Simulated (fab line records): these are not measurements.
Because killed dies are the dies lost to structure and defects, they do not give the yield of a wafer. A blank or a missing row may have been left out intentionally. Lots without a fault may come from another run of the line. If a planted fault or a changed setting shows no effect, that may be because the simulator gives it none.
The tool behind it: which one? ; flow nand_harc ; Sampling: 24 lots, 72 wafers, 6 of 1302 route steps

WHAT THE GAUGES SHOWED, per wafer
The record lacks any reading of a measuring or inspecting step that a usual standard deviation could be used to judge.

EACH LOT AND THE TOOL THAT RAN IT (in order: tool; ch and the chambers of the sampled wafers; start)
lot;NHARC_A_CONTACT_ETCH_98;NHARC_A_CONTACT_CVD_19;NHARC_A_BLC_ALD_23;NHARC_A_M0_STRIP_18;NHARC_A_M1_STRIP_18;NHARC_A_M1_PRE_CLEAN_32
L076;rie_diel-11 ch 0,2,3, day 23 08:19 or earlier;cvd_w-02 ch 0,1, day 23 08:19 or earlier;ald_metal-03 ch 0,1,3, day 23 08:19;rie_diel-02 ch 0,1,3, day 23 10:55;rie_diel-04 ch 0,2, day 23 14:59;pecvd-03 ch 0,1,2, day 23 17:19
L075;rie_diel-11 ch 0,1,3, day 23 09:08 or earlier;cvd_w-01 ch 0,1, day 23 09:08 or earlier;ald_metal-04 ch 0,1, day 23 09:08;rie_diel-02 ch 0,3, day 23 11:50;rie_diel-10 ch 0,1,3, day 23 15:49;pecvd-04 ch 0,1,2, day 23 18:05
L077;rie_diel-11 ch 0,1,3, day 23 14:26 or earlier;cvd_w-02 ch 0,1, day 23 14:26 or earlier;ald_metal-04 ch 0,2,3, day 23 14:26;rie_diel-12 ch 0,1, day 23 17:00;rie_diel-04 ch 0,3, day 23 21:07;pecvd-04 ch 0,1, day 23 23:24
L074;rie_diel-11 ch 0,1, day 23 14:46;cvd_w-02 ch 0,1, day 23 19:56 or earlier;ald_metal-03 ch 0,2,3, day 23 19:56;rie_diel-12 ch 0,1, day 23 22:29;rie_diel-01 ch 0,1,3, day 24 02:33;pecvd-02 ch 1,2, day 24 04:49
L078;rie_diel-11 ch 0,2, day 24 04:46 or earlier;cvd_w-02 ch 0,1, day 24 04:46 or earlier;ald_metal-04 ch 0,1,3, day 24 04:46;rie_diel-13 ch 0,1,3, day 24 07:28;rie_diel-04 ch 1,2, day 24 11:32;pecvd-03 ch 0,1, day 24 13:48
L079;rie_diel-11 ch 1,2, day 24 11:31 or earlier;cvd_w-02 ch 0,1, day 24 11:31 or earlier;ald_metal-04 ch 0,1, day 24 11:31;rie_diel-13 ch 1,3, day 24 14:02;rie_diel-01 ch 0,1,2, day 24 18:29;pecvd-04 ch 0,1,2, day 24 20:49
L080;rie_diel-06 ch 0,1,2, day 24 12:23 or earlier;cvd_w-02 ch 0,1, day 24 12:23 or earlier;ald_metal-02 ch 0,2,3, day 24 12:23;rie_diel-12 ch 0,2, day 24 15:01;rie_diel-04 ch 1,2,3, day 24 19:02;pecvd-03 ch 0,1, day 24 21:16
L081;rie_diel-08 ch 1,3, day 25 05:09 or earlier;cvd_w-02 ch 0,1, day 25 05:09 or earlier;ald_metal-02 ch 2,3, day 25 05:09;rie_diel-12 ch 2,3, day 25 07:39;rie_diel-10 ch 0,1,2, day 25 11:37;pecvd-03 ch 1,2, day 25 13:50
L082;rie_diel-11 ch 1,2,3, day 25 14:23 or earlier;cvd_w-02 ch 0,1, day 25 14:23 or earlier;ald_metal-02 ch 0,3, day 25 14:23;rie_diel-02 ch 0,1,3, day 25 17:01;rie_diel-04 ch 0,1,3, day 25 21:05;pecvd-04 ch 1,2, day 25 23:25
L083;rie_diel-06 ch 0,1,3, day 26 04:26 or earlier;cvd_w-01 ch 0,1, day 26 04:26 or earlier;ald_metal-02 ch 0,1,2, day 26 04:26;rie_diel-12 ch 0,2,3, day 26 07:02;rie_diel-01 ch 0,1,3, day 26 11:08;pecvd-03 ch 0,1,2, day 26 13:25
L084;rie_diel-06 ch 0,1,2, day 26 17:40 or earlier;cvd_w-02 ch 0,1, day 26 17:40 or earlier;ald_metal-04 ch 0,1,2, day 26 17:40;rie_diel-12 ch 0,2,3, day 26 20:09;rie_diel-10 ch 0,2,3, day 27 00:13;pecvd-03 ch 0,1,2, day 27 02:49
L086;rie_diel-06 ch 0,3, day 26 18:31 or earlier;cvd_w-01 ch 0,1, day 26 18:31 or earlier;ald_metal-03 ch 0,3, day 26 18:31;rie_diel-12 ch 0,1,3, day 26 21:02;rie_diel-10 ch 0,1,2, day 27 01:06;pecvd-03 ch 0,1,2, day 27 03:20
L085;rie_diel-11 ch 0,1, day 27 00:36 or earlier;cvd_w-01 ch 0,1, day 27 00:36 or earlier;ald_metal-04 ch 0,1,3, day 27 00:36;rie_diel-02 ch 0,3, day 27 03:03;rie_diel-10 ch 0,1,3, day 27 07:10;pecvd-02 ch 0,1,2, day 27 09:23
L087;rie_diel-06 ch 2,3, day 27 09:19;cvd_w-01 ch 0,1, day 27 15:08 or earlier;ald_metal-03 ch 0,2,3, day 27 15:08;rie_diel-02 ch 0,1,2, day 27 17:42;rie_diel-01 ch 2,3, day 27 21:41;pecvd-04 ch 0,2, day 28 00:08
L088;rie_diel-11 ch 0,1, day 28 12:13 or earlier;cvd_w-01 ch 0,1, day 28 12:13 or earlier;ald_metal-02 ch 2,3, day 28 12:13;rie_diel-12 ch 0,1, day 28 14:50;rie_diel-04 ch 1,2, day 28 18:55;pecvd-04 ch 1,2, day 28 21:08
L089;rie_diel-11 ch 0,1, day 28 09:11;cvd_w-01 ch 0,1, day 28 14:19 or earlier;ald_metal-04 ch 1,2,3, day 28 14:19;rie_diel-12 ch 0,1,3, day 28 16:53;rie_diel-01 ch 0,2,3, day 28 20:49;pecvd-02 ch 1,2, day 28 23:05
L091;rie_diel-08 ch 0,1, day 29 00:13;cvd_w-01 ch 0,1, day 29 05:05 or earlier;ald_metal-04 ch 0,1,3, day 29 05:05;rie_diel-13 ch 0,1,2, day 29 07:40;rie_diel-10 ch 1,2, day 29 11:44;pecvd-03 ch 0,1,2, day 29 14:05
L090;rie_diel-11 ch 0,1,3, day 29 06:22 or earlier;cvd_w-01 ch 0,1, day 29 06:22 or earlier;ald_metal-03 ch 0,2,3, day 29 06:22;rie_diel-02 ch 0,2,3, day 29 08:59;rie_diel-10 ch 2,3, day 29 13:07;pecvd-04 ch 0,2, day 29 15:28
L092;rie_diel-11 ch 0,2,3, day 29 21:56 or earlier;cvd_w-02 ch 0,1, day 29 21:56 or earlier;ald_metal-04 ch 0,2,3, day 29 21:56;rie_diel-02 ch 2,3, day 30 00:33;rie_diel-01 ch 2,3, day 30 04:44;pecvd-04 ch 0,2, day 30 07:01
L093;rie_diel-11 ch 1,2, day 30 05:01 or earlier;cvd_w-01 ch 0,1, day 30 05:01 or earlier;ald_metal-03 ch 0,3, day 30 05:01;rie_diel-12 ch 1,2,3, day 30 07:38;rie_diel-10 ch 0,1,3, day 30 11:44;pecvd-03 ch 0,1,2, day 30 13:59
L094;rie_diel-06 ch 0,2,3, day 31 01:32 or earlier;cvd_w-02 ch 0,1, day 31 01:32 or earlier;ald_metal-04 ch 0,3, day 31 01:32;rie_diel-13 ch 0,1,2, day 31 04:11;rie_diel-01 ch 0,1,3, day 31 08:13;pecvd-02 ch 0,1, day 31 10:31
L095;rie_diel-11 ch 0,1,3, day 31 03:22 or earlier;cvd_w-02 ch 0,1, day 31 03:22 or earlier;ald_metal-03 ch 0,1,3, day 31 03:22;rie_diel-12 ch 0,2,3, day 31 05:52;rie_diel-01 ch 0,1,3, day 31 09:55;pecvd-02 ch 0,1,2, day 31 12:11
L096;rie_diel-11 ch 2,3, day 31 12:53 or earlier;cvd_w-02 ch 0,1, day 31 12:53 or earlier;ald_metal-04 ch 1,2,3, day 31 12:53;rie_diel-02 ch 0,2,3, day 31 15:28;rie_diel-04 ch 1,3, day 31 20:21;pecvd-03 ch 0,1,2, day 31 22:36
L097;rie_diel-11 ch 0,1, day 32 03:18 or earlier;cvd_w-02 ch 0,1, day 32 03:18 or earlier;ald_metal-04 ch 0,1,2, day 32 03:18;rie_diel-13 ch 2,3, day 32 05:44;rie_diel-10 ch 1,2,3, day 32 10:19;pecvd-03 ch 0,1,2, day 32 12:42
- NHARC_A_CONTACT_ETCH_98: etches the open film in C4F6/O2, target depth 20 nm, time 10 s.
- NHARC_A_CONTACT_CVD_19: deposits W, target thk 300 nm, time 802 s.
- NHARC_A_BLC_ALD_23: deposits TiN, target thk 3 nm, pulse time 1 s, ald cycles 150.
- NHARC_A_M0_STRIP_18: strips in N2/H2.
- NHARC_A_M1_STRIP_18: strips in N2/H2.
- NHARC_A_M1_PRE_CLEAN_32: time 12 s.

WHAT THE TOOLS THEMSELVES READ (means of the sampled wafers that have a number; where no wafer has one, the mark that the record gives instead)
NHARC_A_CONTACT_ETCH_98.
lot;tool;bias_w (W);drypump_motor_current_A (A);oes_product_au (a.u.);rf_vpp_V (V);showerhead_plenum_p_Torr (Torr);throttle_valve_pct (%)
L076;rie_diel-11;498.4;5.95;0.949;542.4;3.76;26.905
L075;rie_diel-11;499.6;6.01;0.945;544.4;3.79;26.902
L077;rie_diel-11;500.9;6.01;0.999;544.4;3.79;26.915
L074;rie_diel-11;501.3;5.90;0.948;541.9;3.75;26.907
L078;rie_diel-11;498.4;5.86;0.948;542.4;3.70;26.908
L079;rie_diel-11;499.6;5.82;0.940;544.9;3.84;26.894
L080;rie_diel-06;501.2;5.95;0.961;547.2;3.92;26.907
L081;rie_diel-08;499.4;5.62;0.953;544.3;3.77;26.912
L082;rie_diel-11;500.9;5.94;0.970;544.7;3.82;26.901
L083;rie_diel-06;498.6;5.73;0.944;547.1;3.93;26.897
L084;rie_diel-06;499.3;5.92;0.985;546.4;3.91;26.900
L086;rie_diel-06;499.9;5.78;0.978;546.9;3.93;26.898
L085;rie_diel-11;502.6;5.90;1.000;543.2;3.74;26.904
L087;rie_diel-06;499.2;6.43;0.969;544.4;3.81;26.894
L088;rie_diel-11;500.5;5.92;0.948;543.0;3.73;26.893
L089;rie_diel-11;500.3;5.94;0.953;543.5;3.73;26.904
L091;rie_diel-08;500.0;5.40;0.959;546.5;3.89;26.909
L090;rie_diel-11;499.5;6.00;0.946;543.6;3.78;26.898
L092;rie_diel-11;499.2;5.96;0.972;543.5;3.74;26.913
L093;rie_diel-11;500.1;5.82;0.952;545.4;3.83;26.905
L094;rie_diel-06;501.0;6.04;0.991;546.5;3.89;26.902
L095;rie_diel-11;498.3;6.02;0.940;543.8;3.77;26.907
L096;rie_diel-11;500.5;6.06;0.956;544.1;3.79;26.900
L097;rie_diel-11;498.7;5.88;0.951;544.0;3.79;26.898

NHARC_A_CONTACT_CVD_19.
lot;tool;heater_power_w (W);throttle_valve_pct (%)
L076;cvd_w-02;438;7.73
L075;cvd_w-01;480;7.96
L077;cvd_w-02;442;8.01
L074;cvd_w-02;436;7.75
L078;cvd_w-02;431;7.95
L079;cvd_w-02;446;7.88
L080;cvd_w-02;434;7.81
L081;cvd_w-02;440;8.06
L082;cvd_w-02;448;7.72
L083;cvd_w-01;454;7.60
L084;cvd_w-02;436;7.99
L086;cvd_w-01;453;7.94
L085;cvd_w-01;471;7.91
L087;cvd_w-01;475;7.94
L088;cvd_w-01;449;7.96
L089;cvd_w-01;474;7.81
L091;cvd_w-01;458;7.86
L090;cvd_w-01;474;7.93
L092;cvd_w-02;461;8.08
L093;cvd_w-01;450;7.78
L094;cvd_w-02;438;7.82
L095;cvd_w-02;467;7.88
L096;cvd_w-02;443;7.91
L097;cvd_w-02;467;7.95

NHARC_A_BLC_ALD_23.
lot;tool;heater_power_w (W);precursor_pulse_height_rel
L076;ald_metal-03;1015;1.006
L075;ald_metal-04;1052;1.008
L077;ald_metal-04;1140;0.982
L074;ald_metal-03;1040;1.012
L078;ald_metal-04;1091;1.006
L079;ald_metal-04;1062;1.002
L080;ald_metal-02;1177;0.993
L081;ald_metal-02;1257;0.995
L082;ald_metal-02;1171;0.998
L083;ald_metal-02;1075;0.993
L084;ald_metal-04;1134;1.011
L086;ald_metal-03;1027;0.997
L085;ald_metal-04;1083;1.009
L087;ald_metal-03;1049;0.999
L088;ald_metal-02;1199;0.995
L089;ald_metal-04;1136;1.018
L091;ald_metal-04;1104;1.002
L090;ald_metal-03;1040;1.011
L092;ald_metal-04;1151;1.022
L093;ald_metal-03;966;1.003
L094;ald_metal-04;1157;1.019
L095;ald_metal-03;1005;0.992
L096;ald_metal-04;1163;1.002
L097;ald_metal-04;1097;0.991

NHARC_A_M0_STRIP_18.
lot;tool;drypump_motor_current_A (A);oes_product_au (a.u.);rf_vpp_V (V);showerhead_plenum_p_Torr (Torr);throttle_valve_pct (%)
L076;rie_diel-02;5.9;1.002;91.0;2.02;14.169
L075;rie_diel-02;5.7;0.994;90.8;2.05;14.178
L077;rie_diel-12;5.5;1.003;91.0;2.02;14.183
L074;rie_diel-12;5.5;1.012;90.7;2.01;14.180
L078;rie_diel-13;5.8;1.002;89.5;1.97;14.173
L079;rie_diel-13;5.8;1.006;90.9;2.02;14.176
L080;rie_diel-12;5.5;1.010;89.4;2.00;14.164
L081;rie_diel-12;5.3;1.008;89.9;1.93;14.164
L082;rie_diel-02;5.9;1.005;90.8;2.02;14.180
L083;rie_diel-12;5.4;1.005;89.8;1.98;14.172
L084;rie_diel-12;5.4;1.004;89.2;1.98;14.174
L086;rie_diel-12;5.4;1.002;90.7;1.99;14.171
L085;rie_diel-02;5.7;1.009;90.7;2.05;14.179
L087;rie_diel-02;6.1;0.992;91.2;2.05;14.172
L088;rie_diel-12;5.5;1.002;90.6;2.01;14.163
L089;rie_diel-12;5.4;1.005;90.8;1.99;14.170
L091;rie_diel-13;5.7;0.990;90.4;1.94;14.169
L090;rie_diel-02;6.1;1.007;90.4;2.03;14.161
L092;rie_diel-02;6.4;1.004;91.3;2.02;14.173
L093;rie_diel-12;5.5;1.004;89.3;1.96;14.161
L094;rie_diel-13;5.7;0.998;89.8;1.94;14.174
L095;rie_diel-12;5.4;1.001;89.7;1.98;14.175
L096;rie_diel-02;6.1;0.998;89.9;2.03;14.167
L097;rie_diel-13;5.5;0.993;91.6;2.04;14.165

NHARC_A_M1_STRIP_18.
lot;tool;drypump_motor_current_A (A);oes_product_au (a.u.);rf_vpp_V (V);showerhead_plenum_p_Torr (Torr);throttle_valve_pct (%)
L076;rie_diel-04;6.1;1.004;91.7;2.03;14.176
L075;rie_diel-10;5.4;1.010;92.2;2.16;14.172
L077;rie_diel-04;5.6;0.993;89.8;1.95;14.177
L074;rie_diel-01;5.5;0.998;90.4;2.04;14.178
L078;rie_diel-04;5.8;0.986;91.3;2.12;14.172
L079;rie_diel-01;5.7;0.999;91.3;2.08;14.173
L080;rie_diel-04;5.4;0.990;90.6;2.10;14.163
L081;rie_diel-10;5.7;1.004;91.8;2.12;14.171
L082;rie_diel-04;5.3;0.999;90.5;2.04;14.173
L083;rie_diel-01;5.5;0.994;90.7;2.04;14.169
L084;rie_diel-10;5.5;1.001;91.5;2.13;14.165
L086;rie_diel-10;5.7;1.002;90.7;2.12;14.166
L085;rie_diel-10;5.4;0.995;92.3;2.16;14.170
L087;rie_diel-01;5.3;0.986;90.4;1.93;14.169
L088;rie_diel-04;5.9;0.991;91.5;2.12;14.167
L089;rie_diel-01;5.6;0.996;90.8;2.03;14.165
L091;rie_diel-10;6.0;0.999;90.4;2.10;14.166
L090;rie_diel-10;5.6;0.994;91.1;2.15;14.168
L092;rie_diel-01;5.5;0.996;90.2;1.97;14.177
L093;rie_diel-10;5.4;1.006;91.0;2.16;14.166
L094;rie_diel-01;5.5;0.994;91.1;2.04;14.174
L095;rie_diel-01;5.5;0.988;90.3;2.04;14.171
L096;rie_diel-04;5.0;1.000;90.9;2.09;14.168
L097;rie_diel-10;5.7;0.996;90.3;2.14;14.172

NHARC_A_M1_PRE_CLEAN_32.
lot;tool;heater_power_w (W)
L076;pecvd-03;686
L075;pecvd-04;594
L077;pecvd-04;584
L074;pecvd-02;526
L078;pecvd-03;721
L079;pecvd-04;621
L080;pecvd-03;685
L081;pecvd-03;642
L082;pecvd-04;627
L083;pecvd-03;649
L084;pecvd-03;625
L086;pecvd-03;630
L085;pecvd-02;548
L087;pecvd-04;575
L088;pecvd-04;643
L089;pecvd-02;569
L091;pecvd-03;671
L090;pecvd-04;686
L092;pecvd-04;586
L093;pecvd-03;667
L094;pecvd-02;602
L095;pecvd-02;541
L096;pecvd-03;685
L097;pecvd-03;683

THE ANSWER, worked out from the rows above alone
Rule: the usual values come from the lots themselves. Put in order of their means at a reading, lots are off if they are a third of the lots or fewer, leave a main group of 4 or more, and stand apart from it by a gap of 3 or more times the standard deviation of the main group's means; of several such gaps the widest counts. If all means in a main group match to the digits the tables above print for the reading, that group is not used. A lot without any number at a reading at which 4 lots or more have one is off too. Any other lot the step has rows for is counted as sound. The gauges are gone through in route order, then the tools' own readings, and for those a lot's mean is taken as printed above. The first step at which some lot is off is used, and at that step the reading that is off furthest; a lot without a number counts as furthest.
Across all readings shown, no lot is off: no conclusion can be drawn from this.

WHAT THE SIMULATOR PUT IN
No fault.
